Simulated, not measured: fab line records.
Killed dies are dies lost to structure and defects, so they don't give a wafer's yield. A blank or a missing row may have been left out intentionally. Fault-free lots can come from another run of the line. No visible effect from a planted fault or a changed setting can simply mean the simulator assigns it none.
fab line records	flow n5-finfet
record: lots: 7	wafers: 39
route steps=1938 shown ZERO_LAYER@4 FIN_SAQP@138 SD_EPI_N@278
start-h: the number of hours between the record's first day and the start of the first shown wafer of the lot	wait-h: hours since the lot's step before	" unchanged from the row above	L1.1+2: several wafers, shown together as one row	- value missing, or start not given	* or withheld: withheld	< > ~ a bound
route shown NAME@n: names a module that has steps shown in the file, with the first one's number in the route	usual: mean/standard deviation of fault-free wafers	same: alike in all rows	chamber/n: place in a boat	sites: per-site readings	_std_site: standard deviation of those values	_edge_site: outer sites' mean less inner sites'	radius-mm: for every site, how far away it sits from the centre of the wafer	mask NAME#n: copy n	behind: tool/chamber where the wafer was last shaped	hold: reason for holding the lot/hours on hold/outcome of the hold	device: whichever transistor did not switch (one of n, p or np)	end of line: tests run on the same wafers once the route is complete	for a step that has no rows: nothing shown but its recipe	killed: dies lost to structure and defects at the first sort, not the wafer's yield	map: shows each die of a wafer: x if killed, . if not, _ if none is there
set.NAME: setting as actually run; set.NAME@STEP: the setting as run at that earlier step	model.NAME: the simulator's own value behind a step, which no gauge read
lots whose settings were changed on purpose; a table a step, a row a wafer
== steps ==
step: N5_ZERO_LAYER_PECVD_02
recipe: material: SiO2	target-thk-a: 100	temp-c: 400	precursor: SiH4/N2O	pressure-torr: 0.75	rf-w: 275	time-s: 6
lot.wafer	tool	chamber	start-h	wait-h	set.time-s	model.SiO2_of_ZERO_LAYER_PECVD_02.thk-nm
L075.1	pecvd-02	2	18.28	0.0	6	9.99
L075.2	"	0	"	"	6	9.71
L075.3	"	1	"	"	6	9.716
L075.4	"	0	"	"	6	9.711
L075.5	"	1	"	"	6	9.889
L075.6	"	2	"	"	6	10.01
L078.1	pecvd-02	1	36.28	0.0	7.993	13.16
L078.2	"	0	"	"	6	9.56
L078.3	"	1	"	"	7.993	13.34
L078.4	"	0	"	"	6	9.896
L078.5	"	1	"	"	6	10.01
L078.6	"	0	"	"	7.993	13.14
L086.1	pecvd-01	1	84.28	0.0	7.229	11.99
L086.2	"	2	"	"	7.229	12.1
L086.3	"	0	"	"	6	10.27
L086.4	"	2	"	"	6	10.21
L086.5	"	0	"	"	7.229	12.32
L086.6	"	1	"	"	6	10.12
L088.1	pecvd-01	2	96.28	0.0	6	9.923
L088.2	"	0	"	"	3.796	6.294
L088.3	"	1	"	"	3.796	6.144
L088.4	"	1	"	"	6	10.07
L088.5	"	2	"	"	6	9.88
L088.6	"	0	"	"	3.796	6.572
L089.1	pecvd-01	2	102.29	0.0	6	9.97
L089.2	"	1	"	"	6	9.947
L089.3	"	0	"	"	6	10.13
L089.4	"	0	"	"	3.543	6.132
L089.5	"	2	"	"	3.543	6.113
L089.6	"	1	"	"	3.543	5.996
L090.1	pecvd-01	2	108.28	0.0	6	9.664
L090.5	"	0	"	"	6	10.24
L090.6	"	1	"	"	6	9.993
L093.1	pecvd-01	0	126.28	0.0	6	10.25
L093.2	"	1	"	"	6	10.06
L093.3	"	2	"	"	7.661	12.94
L093.4	"	2	"	"	6	10.27
L093.5	"	0	"	"	7.661	13.26
L093.6	"	1	"	"	7.661	13
step: N5_FIN_SAQP_SPACER2_ALD_28
recipe: material: SiO2	target-thk-a: 81	temp-c: 300	ald-precursor-family: BDEAS	ald-co-reactant: O2-plasma	pulse-time-s: 1	purge-time-s: 2	co-reactant-purge-time-s: 2	pressure-torr: 2
lot.wafer	tool	chamber	start-h	wait-h	set.target-thk-a	model.SiO2_of_FIN_SAQP_SPACER2_ALD_28.thk-nm
L075.1+5+6	ald-sin-04	0,1,2	32.15	0.1	81	8
L075.2+3+4	"	3,2,1	"	"	110.7	11
L078.1+2+3+4+5+6	ald-sin-01	1,3,2,0,1,2	49.56	0.1	81	8
L086.1+2+4+5+6	ald-sin-04	1,0,3,3,0	97.27	0.1	81	8
L086.3	"	2	"	"	81	8.2
L088.1+2	ald-sin-04	0,2	109.73	0.1	104.4	10.6
L088.3	"	3	"	"	104.4	10.4
L088.4+5+6	"	1,2,1	"	"	81	8.2
L089.1+5+6	ald-sin-01	1,1,0	115.14	0.1	59.27	6
L089.2+4	"	3,2	"	"	81	8
L089.3	"	0	"	"	81	8.2
L090.1+5+6	ald-sin-04	1,2,1	122.27	0.1	81	8
L093.1+4+6	ald-sin-03	2,3,3	140.38	0.1	81	8
L093.2+3+5	"	1,0,0	"	"	48.92	4.8
step: N5_FIN_SAQP_SPACER2_ETCHBACK_29
recipe: chemistry: CHF3/O2	mode: anisotropic-etchback	target: SiO2	target-depth-a: 122	time-s: 6.1	pressure-mtorr: 30	source-w: 650	bias-w: 170	Ar_flow_sccm: 200	CHF3_flow_sccm: 50	O2_flow_sccm: 5	ion-energy-ev: 200
step: N5_FIN_SAQP_MANDREL2_REMOVE_60
recipe: chemistry: HBr/Cl2/O2	bt-time-s: 10	target: a-Si	stop-on: SiNx	endpoint: OES-SiCl	over-etch-frac: 1	icp-w: 600	bias-w: 22	HBr_flow_sccm: 150	Cl2_flow_sccm: 80	O2_flow_sccm: 5	pressure-mtorr: 10
lot.wafer	tool	chamber	start-h	wait-h	set.target-thk-a@FIN_SAQP_SPACER2_ALD_28	model.FIN_SAQP.cd-nm
L075.1	rie-si-01	0	32.77	0.1	81	8.2
L075.2+3+4	"	3,2,1	"	"	110.7	11
L075.5+6	"	3,2	"	"	81	8
L078.1+2+5	rie-si-01	2,1,3	49.98	0.1	81	8
L078.3+4	"	0,3	"	"	81	8.2
L078.6	"	2	"	"	81	7.8
L086.1+3+4+5	rie-si-01	3,1,0,1	97.71	0.1	81	8.2
L086.2	"	2	"	"	81	8
L086.6	"	0	"	"	81	8.4
L088.1+3	rie-si-04	3,0	110.20	0.1	104.4	10.6
L088.2	"	2	"	"	104.4	10.4
L088.4+5+6	"	1,1,0	"	"	81	8.2
L089.1+6	rie-si-04	0,2	115.72	0.1	59.27	6
L089.2+3+4	"	1,2,3	"	"	81	8.2
L089.5	"	3	"	"	59.27	5.8
L090.1+5	rie-si-01	3,0	122.68	0.1	81	8.2
L090.6	"	1	"	"	81	8
L093.1+4+6	rie-si-04	1,3,1	140.79	0.1	81	8
L093.2+3+5	"	2,0,0	"	"	48.92	4.8
step: N5_FIN_SAQP_CD_MEAS_31
recipe: target-cd-nm: 8	landing-energy-ev: 1000	detector: se-inlens	polarity: line
usual: cd-nm: 8.12/0.24
lot.wafer	tool	chamber	start-h	wait-h	set.target-thk-a@FIN_SAQP_SPACER2_ALD_28	cd-nm
L075.1	cd-sem-02	0	32.89	0.1	81	7.93
L075.2	"	0	"	"	110.7	11.03
L075.3	"	0	"	"	110.7	11.70
L075.4	"	0	"	"	110.7	10.80
L075.5	"	0	"	"	81	7.83
L075.6	"	0	"	"	81	7.70
L078.1	cd-sem-01	0	50.09	0.1	81	8.20
L078.2	"	0	"	"	81	8.30
L078.3	"	0	"	"	81	8.26
L078.4	"	0	"	"	81	8.29
L078.5	"	0	"	"	81	7.99
L078.6	"	0	"	"	81	7.70
L086.1	cd-sem-02	0	97.82	0.1	81	8.03
L086.2	"	0	"	"	81	8.28
L086.3	"	0	"	"	81	8.03
L086.4	"	0	"	"	81	7.82
L086.5	"	0	"	"	81	8.20
L086.6	"	0	"	"	81	8.16
L088.1	cd-sem-01	0	110.31	0.1	104.4	10.71
L088.2	"	0	"	"	104.4	10.82
L088.3	"	0	"	"	104.4	10.53
L088.4	"	0	"	"	81	8.26
L088.5	"	0	"	"	81	8.09
L088.6	"	0	"	"	81	8.42
L089.1	cd-sem-01	0	115.83	0.1	59.27	5.65
L089.2	"	0	"	"	81	8.09
L089.3	"	0	"	"	81	8.35
L089.4	"	0	"	"	81	8.38
L089.5	"	0	"	"	59.27	5.95
L089.6	"	0	"	"	59.27	6.11
L090.1	cd-sem-01	0	122.79	0.1	81	7.87
L090.5	"	0	"	"	81	8.10
L090.6	"	0	"	"	81	7.98
L093.1	cd-sem-02	0	140.90	0.1	81	8.20
L093.2	"	0	"	"	48.92	4.69
L093.3	"	0	"	"	48.92	4.65
L093.4	"	0	"	"	81	8.03
L093.5	"	0	"	"	48.92	4.48
L093.6	"	0	"	"	81	7.77
step: N5_FIN_SAQP_HM_OPEN_33
recipe: chemistry: CH3F/O2	target: SiNx	mask-material: SiO2	target-depth-a: 494	time-s: 70.6	pressure-mtorr: 30	source-w: 395	bias-w: 73	Ar_flow_sccm: 150	CH3F_flow_sccm: 30	O2_flow_sccm: 20	ion-energy-ev: 120	ends: cleared
lot.wafer	tool	chamber	start-h	wait-h	set.target-thk-a@FIN_SAQP_SPACER2_ALD_28	model.FIN_SAQP.cd-nm
L075.1	rie-diel-04	0	32.95	0.1	81	8.2
L075.2	"	1	"	"	110.7	11
L075.3	"	2	"	"	110.7	10.8
L075.4	"	3	"	"	110.7	11.2
L075.5	"	3	"	"	81	8
L075.6	"	2	"	"	81	7.8
L078.1+2+3+5	rie-diel-05	0,3,2,3	50.14	0.0	81	8
L078.4	"	1	"	"	81	8.2
L078.6	"	2	"	"	81	7.8
L086.1+6	rie-diel-06	1,3	97.86	0.0	81	8.4
L086.2	"	2	"	"	81	8
L086.3+4+5	"	3,0,0	"	"	81	8.2
L088.1+3	rie-diel-04	0,3	110.60	0.3	104.4	10.6
L088.2	"	2	"	"	104.4	10.4
L088.4+5+6	"	2,0,3	"	"	81	8.2
L089.1+5+6	rie-diel-05	3,0,3	115.96	0.1	59.27	6
L089.2+3	"	0,1	"	"	81	8.2
L089.4	"	1	"	"	81	8
L090.1+5	rie-diel-06	2	122.84	0.0	81	8.4
L090.6	"	3	"	"	81	8
L093.1	rie-diel-05	0	140.95	0.0	81	8.2
L093.2+3+5	"	3,2,2	"	"	48.92	4.8
L093.4+6	"	1	"	"	81	8
step: N5_FIN_SAQP_ETCH_34
recipe: chemistry: C4F6/O2	target: SiO2	target-depth-a: 450	time-s: 15	ion-energy-ev: 250	pressure-mtorr: 30	source-w: 345	bias-w: 185	Ar_flow_sccm: 300	C4F6_flow_sccm: 10	O2_flow_sccm: 10	ends: cleared
lot.wafer	tool	chamber	start-h	wait-h	set.target-thk-a@FIN_SAQP_SPACER2_ALD_28	model.FIN_SAQP.cd-nm
L075.1+5	rie-diel-04	0,3	33.02	0.0	81	8.2
L075.2	"	1	"	"	110.7	11
L075.3	"	2	"	"	110.7	10.8
L075.4	"	3	"	"	110.7	11.2
L075.6	"	2	"	"	81	7.8
L078.1+6	rie-diel-05	0,2	50.21	0.0	81	7.8
L078.2+4+5	"	3,1,3	"	"	81	8
L078.3	"	2	"	"	81	8.2
L086.1+6	rie-diel-06	1,3	97.93	0.0	81	8.4
L086.2+3+4+5	"	2,3,0,0	"	"	81	8.2
L088.1	rie-diel-04	0	110.67	0.0	104.4	10.4
L088.2+3	"	2,3	"	"	104.4	10.6
L088.4	"	2	"	"	81	8.4
L088.5+6	"	0,3	"	"	81	8.2
L089.1+5	rie-diel-05	3,0	116.03	0.0	59.27	6
L089.2+3	"	0,1	"	"	81	8.2
L089.4	"	1	"	"	81	8
L089.6	"	3	"	"	59.27	6.2
L090.1+5	rie-diel-06	2	122.91	0.0	81	8.4
L090.6	"	3	"	"	81	8.2
L093.1+4+6	rie-diel-05	0,1,1	141.02	0.0	81	8
L093.2	"	3	"	"	48.92	5
L093.3+5	"	2	"	"	48.92	4.8
step: N5_FIN_SAQP_STRIP_77
recipe: chemistry: N2/H2	time-s: 90	power-w: 100	temp-c: 40	pressure-mtorr: 100	rf-frequency-hz: 6e+07	bias-power-w: 3	n2-flow-sccm: 300	h2-flow-sccm: 300
step: N5_FIN_SAQP_HM_CD_35
recipe: target-cd-nm: 8	polarity: line
usual: cd-nm: 8.20/0.26
lot.wafer	tool	chamber	start-h	wait-h	set.target-thk-a@FIN_SAQP_SPACER2_ALD_28	cd-nm
L075.1	cd-sem-01	-	33.16	0.1	81	8.37
L075.2	"	-	"	"	110.7	10.92
L075.3	"	-	"	"	110.7	10.82
L075.4	"	-	"	"	110.7	11.26
L075.5	"	-	"	"	81	8.56
L075.6	"	-	"	"	81	8.19
L078.1	cd-sem-01	-	50.36	0.1	81	7.62
L078.2	"	-	"	"	81	7.91
L078.3	"	-	"	"	81	8.14
L078.4	"	-	"	"	81	8.25
L078.5	"	-	"	"	81	7.91
L078.6	"	-	"	"	81	7.90
L086.1	cd-sem-03	-	98.08	0.1	81	8.19
L086.2	"	-	"	"	81	8.18
L086.3	"	-	"	"	81	8.08
L086.4	"	-	"	"	81	8.09
L086.5	"	-	"	"	81	7.95
L086.6	"	-	"	"	81	8.50
L088.1	cd-sem-03	-	110.81	0.1	104.4	11.06
L088.2	"	-	"	"	104.4	10.62
L088.3	"	-	"	"	104.4	10.42
L088.4	"	-	"	"	81	8.62
L088.5	"	-	"	"	81	8.17
L088.6	"	-	"	"	81	8.07
L089.1	cd-sem-02	-	116.18	0.1	59.27	6.01
L089.2	"	-	"	"	81	8.37
L089.3	"	-	"	"	81	8.35
L089.4	"	-	"	"	81	7.92
L089.5	"	-	"	"	59.27	6.20
L089.6	"	-	"	"	59.27	5.95
L090.1	cd-sem-01	-	123.06	0.1	81	8.42
L090.5	"	-	"	"	81	8.58
L090.6	"	-	"	"	81	8.25
L093.1	cd-sem-01	-	141.16	0.1	81	8.22
L093.2	"	-	"	"	48.92	4.94
L093.3	"	-	"	"	48.92	4.60
L093.4	"	-	"	"	81	8.26
L093.5	"	-	"	"	48.92	4.82
L093.6	"	-	"	"	81	8.14
step: N5_FIN_SAQP_ETCH_64
recipe: chemistry: CF4	target: SiO2	target-depth-a: 15	ion-energy-ev: 350	pressure-mtorr: 10	icp-w: 800	bias-w: 400	cf4-flow-sccm: 80
step: N5_FIN_SAQP_FIN_ETCH_36
recipe: chemistry: HBr/Cl2/O2	target-depth-a: 1200	mask-material: SiNx	time-s: 50.4	bias-w: 102	pressure-mtorr: 10	icp-w: 800	HBr_flow_sccm: 150	Cl2_flow_sccm: 80	O2_flow_sccm: 12
step: N5_FIN_SAQP_CD_MEAS_37
recipe: target-cd-nm: 8	polarity: line
usual: cd-nm: 8.21/0.28
lot.wafer	tool	chamber	start-h	wait-h	set.target-thk-a@FIN_SAQP_SPACER2_ALD_28	cd-nm
L075.1	cd-sem-02	-	33.35	0.1	81	8.51
L075.2	"	-	"	"	110.7	11.15
L075.3	"	-	"	"	110.7	10.72
L075.4	"	-	"	"	110.7	11.42
L075.5	"	-	"	"	81	8.32
L075.6	"	-	"	"	81	7.50
L078.1	cd-sem-02	-	50.55	0.1	81	7.89
L078.2	"	-	"	"	81	8.06
L078.3	"	-	"	"	81	8.26
L078.4	"	-	"	"	81	7.81
L078.5	"	-	"	"	81	8.04
L078.6	"	-	"	"	81	8.08
L086.1	cd-sem-02	-	98.27	0.1	81	8.92
L086.2	"	-	"	"	81	8.48
L086.3	"	-	"	"	81	8.67
L086.4	"	-	"	"	81	8.17
L086.5	"	-	"	"	81	8.51
L086.6	"	-	"	"	81	8.41
L088.1	cd-sem-02	-	111.00	0.1	104.4	10.38
L088.2	"	-	"	"	104.4	10.59
L088.3	"	-	"	"	104.4	10.96
L088.4	"	-	"	"	81	8.88
L088.5	"	-	"	"	81	7.91
L088.6	"	-	"	"	81	8.60
L089.1	cd-sem-03	-	116.36	0.1	59.27	6.02
L089.2	"	-	"	"	81	8.32
L089.3	"	-	"	"	81	8.11
L089.4	"	-	"	"	81	8.04
L089.5	"	-	"	"	59.27	5.78
L089.6	"	-	"	"	59.27	6.17
L090.1	cd-sem-02	-	123.24	0.1	81	8.39
L090.5	"	-	"	"	81	8.30
L090.6	"	-	"	"	81	8.34
L093.1	cd-sem-01	-	141.35	0.1	81	7.79
L093.2	"	-	"	"	48.92	5.24
L093.3	"	-	"	"	48.92	4.82
L093.4	"	-	"	"	81	7.75
L093.5	"	-	"	"	48.92	4.75
L093.6	"	-	"	"	81	7.96
step: N5_SD_EPI_N_ETCH_45
recipe: chemistry: CH3F/O2	target: SiOCN	target-depth-a: 60	mask-material: SOC	ion-energy-ev: 60	bias-w: 29	pressure-mtorr: 15	source-w: 410	Ar_flow_sccm: 150	CH3F_flow_sccm: 30	O2_flow_sccm: 20
lot.wafer	tool	chamber	start-h	wait-h	set.target-depth-a	model.etch.depth-nm
L075.1	rie-diel-05	0	56.27	0.1	60	5.868
L075.2	"	3	"	"	79.94	7.969
L075.3	"	1	"	"	79.94	8.03
L075.4	"	2	"	"	60	5.905
L075.5	"	2	"	"	79.94	7.792
L075.6	"	1	"	"	60	6.041
L078.1	rie-diel-06	2	72.89	0.1	60	5.904
L078.2	"	1	"	"	60	5.951
L078.3	"	3	"	"	60	5.965
L078.4	"	3	"	"	73.02	7.325
L078.5	"	1	"	"	73.02	7.266
L078.6	"	2	"	"	73.02	7.17
L086.1	rie-diel-05	0	123.42	0.1	86.37	8.462
L086.2	"	3	"	"	86.37	8.555
L086.3	"	1	"	"	60	6.109
L086.4	"	1	"	"	60	6.123
L086.5	"	0	"	"	60	5.902
L086.6	"	3	"	"	86.37	8.515
L088.1	rie-diel-04	0	133.89	0.1	86.54	8.843
L088.2	"	1	"	"	60	6.099
L088.3	"	3	"	"	86.54	8.875
L088.4	"	2	"	"	60	6.168
L088.5	"	1	"	"	60	6.076
L088.6	"	0	"	"	86.54	8.757
L089.1	rie-diel-05	3	138.50	0.1	60	5.967
L089.2	"	2	"	"	46.79	4.772
L089.3	"	1	"	"	46.79	4.745
L089.4	"	0	"	"	60	5.921
L089.5	"	1	"	"	46.79	4.775
L089.6	"	0	"	"	60	5.953
L090.1	rie-diel-06	3	146.43	0.1	60	6.052
L090.5	"	2	"	"	60	5.903
L090.6	"	3	"	"	60	6.072
L093.1	rie-diel-05	2	182.61	0.1	83.2	8.316
L093.2	"	3	"	"	83.2	8.144
L093.3	"	0	"	"	83.2	8.097
L093.4	"	3	"	"	60	5.924
L093.5	"	2	"	"	60	6.007
L093.6	"	0	"	"	60	5.798
== key ==
split: step: N5_ZERO_LAYER_PECVD_02	setting: time-s	stated: 6	by: wafer
response: step: N5_ZERO_LAYER_PECVD_02	reading: model.SiO2_of_ZERO_LAYER_PECVD_02.thk-nm	change: +0.0989	per: 1%	r: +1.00
split: step: N5_FIN_SAQP_SPACER2_ALD_28	setting: target-thk-a	stated: 81	by: wafer
response: step: N5_FIN_SAQP_SPACER2_ALD_28	reading: model.SiO2_of_FIN_SAQP_SPACER2_ALD_28.thk-nm	change: +0.0805	per: 1%	r: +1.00
response: step: N5_FIN_SAQP_MANDREL2_REMOVE_60	reading: model.FIN_SAQP.cd-nm	change: +0.0811	per: 1%	r: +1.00
response: step: N5_FIN_SAQP_CD_MEAS_31	reading: cd-nm	change: +0.0876	per: 1%	r: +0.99
response: step: N5_FIN_SAQP_HM_OPEN_33	reading: model.FIN_SAQP.cd-nm	change: +0.0815	per: 1%	r: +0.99
response: step: N5_FIN_SAQP_ETCH_34	reading: model.FIN_SAQP.cd-nm	change: +0.0789	per: 1%	r: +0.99
response: step: N5_FIN_SAQP_HM_CD_35	reading: cd-nm	change: +0.0805	per: 1%	r: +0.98
response: step: N5_FIN_SAQP_CD_MEAS_37	reading: cd-nm	change: +0.0773	per: 1%	r: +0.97
split: step: N5_SD_EPI_N_ETCH_45	setting: target-depth-a	stated: 60	by: wafer
response: step: N5_SD_EPI_N_ETCH_45	reading: model.etch.depth-nm	change: +0.0587	per: 1%	r: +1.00
